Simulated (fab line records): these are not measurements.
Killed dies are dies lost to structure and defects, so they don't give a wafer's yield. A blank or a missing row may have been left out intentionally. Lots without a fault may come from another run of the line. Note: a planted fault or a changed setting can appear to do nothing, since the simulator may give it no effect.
Which tool was responsible?	flow nand-harc	12 lots, 36 wafers sampled, at 6 steps of a route of 1302

WHAT EACH GAUGE READ, for each wafer
NHARC_P_STI_OCD_MEAS_17.
lot	measured	on	trench-depth-nm (nm)	trench-foot-cd-nm (nm)
L161	day 2 22:28	ocd-01	296 294 295	161.8 159.8 163.2
L162	day 3 08:56	ocd-01	303 305 300	158.4 156.1 157.2
L163	day 3 17:28	ocd-01	305 305 307	158.8 155.9 157.9
L164	day 4 02:17	ocd-02	299 301 300	158.0 156.5 156.6
L165	day 4 14:29	ocd-02	302 302 298	161.1 161.3 160.6
L166	day 4 22:57	ocd-02	306 300 304	154.8 157.7 158.0
L168	day 5 19:53	ocd-02	301 303 304	160.7 159.0 157.2
L170	day 6 14:49	ocd-02	294 294 293	154.5 158.3 155.2
L180	day 10 18:48	ocd-02	298 300 296	162.1 157.9 159.6
L181	day 11 04:00	ocd-02	302 301 299	156.3 155.0 156.8
L182	day 11 14:10	ocd-01	300 303 299	158.6 156.9 157.2
L183	day 12 02:11	ocd-02	299 296 293	156.9 160.1 159.9

NHARC_P_GATE_CD_MEAS_46 targets a cd of 720 nm.
lot	measured	on	cd-nm (nm)
L161	day 5 10:43	cd-sem-02	721.5 718.8 720.4
L162	day 5 23:54	cd-sem-01	720.9 720.2 720.7
L163	day 6 06:55	cd-sem-03	720.2 718.1 718.8
L164	day 6 20:52	cd-sem-03	720.2 719.4 722.3
L165	day 7 08:31	cd-sem-03	721.7 721.7 721.1
L166	day 7 15:53	cd-sem-03	720.2 721.1 719.4
L168	day 8 18:04	cd-sem-01	719.9 719.4 720.1
L170	day 9 12:13	cd-sem-02	- - -
L180	day 13 17:58	cd-sem-03	720.4 719.1 720.5
L181	day 13 18:47	cd-sem-03	721.8 720.4 720.4
L182	day 14 08:42	cd-sem-01	719.1 720.4 720.3
L183	day 15 02:46	cd-sem-02	719.5 718.2 719.1

NHARC_END_SORT_01.
lot	measured	on	killed-at-array	killed-at-other	killed-at-periphery	killed-dies	killed-open	killed-short
L170	day 28 10:04	prober-02	60 50 49	0 3 1	617 624 627	677 677 677	3 1 0	4 4 6

TOOL THAT RAN EACH LOT (tool first, then ch and the chambers of the sampled wafers, then the start)
lot	NHARC_P_STI_CMP_21	NHARC_P_GATE_EXPOSE_43	NHARC_P_GATE_DESCUM_61
L161	cmp-02 ch 1,3, day 3 15:56	krf-scanner-02 ch 0, day 5 10:34	rie-diel-09 ch 1,3, day 5 12:46
L162	cmp-02 ch 1,2,3, day 4 01:59	krf-scanner-03 ch 0, day 5 23:46	rie-diel-06 ch 1,2,3, day 6 01:53
L163	cmp-04 ch 2,3, day 4 11:14	krf-scanner-02 ch 0, day 6 06:45	rie-diel-06 ch 1,2, day 6 08:50
L164	cmp-04 ch 1,2, day 4 22:26	krf-scanner-03 ch 0, day 6 20:43	rie-diel-06 ch 0,1,3, day 6 22:49
L165	cmp-02 ch 1,2, day 5 10:49	krf-scanner-02 ch 0, day 7 08:21	rie-diel-07 ch 0,2,3, day 7 10:59
L166	cmp-02 ch 1,3, day 5 18:16	krf-scanner-01 ch 0, day 7 15:44	rie-diel-09 ch 1,3, day 7 17:50
L168	cmp-02 ch 0,1,3, day 6 19:02	krf-scanner-03 ch 0, day 8 17:55	rie-diel-07 ch 1,2,3, day 8 20:00
L170	cmp-04 ch 0,1, day 7 11:06	krf-scanner-02 ch 0, day 9 12:04	rie-diel-09 ch 0,1,3, day 9 14:03
L180	cmp-03 ch 0,2,3, day 11 14:22	krf-scanner-02 ch 0, day 13 17:48	rie-diel-07 ch 1,2,3, day 13 19:45
L181	cmp-02 ch 0,1,3, day 11 23:37	krf-scanner-03 ch 0, day 13 18:38	rie-diel-09 ch 0,1,3, day 13 20:44
L182	cmp-02 ch 0,2,3, day 12 09:43	krf-scanner-02 ch 0, day 14 08:33	rie-diel-07 ch 0,1,3, day 14 10:37
L183	cmp-04 ch 0,1, day 12 21:34	krf-scanner-02 ch 0, day 15 02:37	rie-diel-09 ch 1,2, day 15 04:41
- NHARC_P_STI_CMP_21: polishes, t overpolish 20 s, target thk 380.67 nm.
- NHARC_P_GATE_EXPOSE_43: exposes mask P NSD, target cd 720 nm.
- NHARC_P_GATE_DESCUM_61: chemistry O2, time 3 s.

AS READ BY THE TOOLS THEMSELVES (means over the sampled wafers that have a number; for cases with no such wafer, the mark the record gives instead)
NHARC_P_STI_CMP_21.
lot	tool	motor-current-A (A)	overpolish-run-s (s)	pad-life-wafers	slurry-filter-dp-kPa (kPa)	slurry-flow-ml-min
L161	cmp-02	13.2	20.000	85	13.60	150.4
L162	cmp-02	12.3	20.006	123	13.49	150.5
L163	cmp-04	12.2	20.000	278	13.49	149.7
L164	cmp-04	12.7	20.007	312	13.61	150.1
L165	cmp-02	12.0	20.007	210	13.47	149.8
L166	cmp-02	13.0	20.003	241	13.46	149.5
L168	cmp-02	12.7	19.997	1	13.52	150.3
L170	cmp-04	13.2	20.005	168	13.58	149.6
L180	cmp-03	11.7	19.996	439	13.49	150.4
L181	cmp-02	12.6	20.002	98	13.53	150.3
L182	cmp-02	12.3	19.993	133	13.59	150.3
L183	cmp-04	12.9	19.996	302	13.54	149.9

NHARC_P_GATE_DESCUM_61.
lot	tool	drypump-motor-current-A (A)	oes-product-au (a.u.)	rf-vpp-V (V)	showerhead-plenum-p-Torr (Torr)	throttle-valve-pct (%)
L161	rie-diel-09	5.5	0.998	57.5	1.86	11.315
L162	rie-diel-06	5.4	0.997	58.5	1.91	11.301
L163	rie-diel-06	5.2	0.999	56.3	1.84	11.315
L164	rie-diel-06	5.3	0.991	58.4	1.93	11.321
L165	rie-diel-07	5.6	1.011	57.8	1.90	11.317
L166	rie-diel-09	5.4	1.001	58.0	1.86	11.311
L168	rie-diel-07	5.5	0.999	58.2	1.90	11.312
L170	rie-diel-09	5.3	1.000	57.8	1.92	11.306
L180	rie-diel-07	5.6	0.996	56.8	1.90	11.312
L181	rie-diel-09	5.3	1.011	57.3	1.92	11.311
L182	rie-diel-07	5.8	1.004	58.3	1.97	11.312
L183	rie-diel-09	5.0	1.002	58.5	1.94	11.311

THE ANSWER, worked out from the rows above alone
Rule: what is usual is taken from the lots themselves. The widest of any qualifying gaps counts: lots, ordered by their means at a reading, are off when they make up no more than a third of the lots, leave a main group of 4 or more, and stand apart from it by 3 or more times the standard deviation of that group's means. The tables above print the reading to a certain number of digits; a main group whose means all agree to those digits is not used. Also off: a lot with no number at a reading for which 4 or more lots have one. Where the step has rows for the other lots, those lots are counted as sound. Order of review: gauges by route order, followed by the tools' own readings, for which a lot's mean as printed above is used. At the first step where some lot is off, the reading lying furthest off is the one used; lots without a number count as furthest.
Off at NHARC_P_GATE_CD_MEAS_46 (cd-nm): L170. Without a number there: L170. The main group has a mean of 720.2 nm with a standard deviation of 0.72.
If a tool, at a process step before that reading, ran all the lots that are off and no sound lot after the first of them, it fits. The gauges at NHARC_P_GATE_CD_MEAS_46 are tried like those tools. Not one of the candidates tried fits.

WHAT HAD BEEN PUT IN BY THE SIMULATOR
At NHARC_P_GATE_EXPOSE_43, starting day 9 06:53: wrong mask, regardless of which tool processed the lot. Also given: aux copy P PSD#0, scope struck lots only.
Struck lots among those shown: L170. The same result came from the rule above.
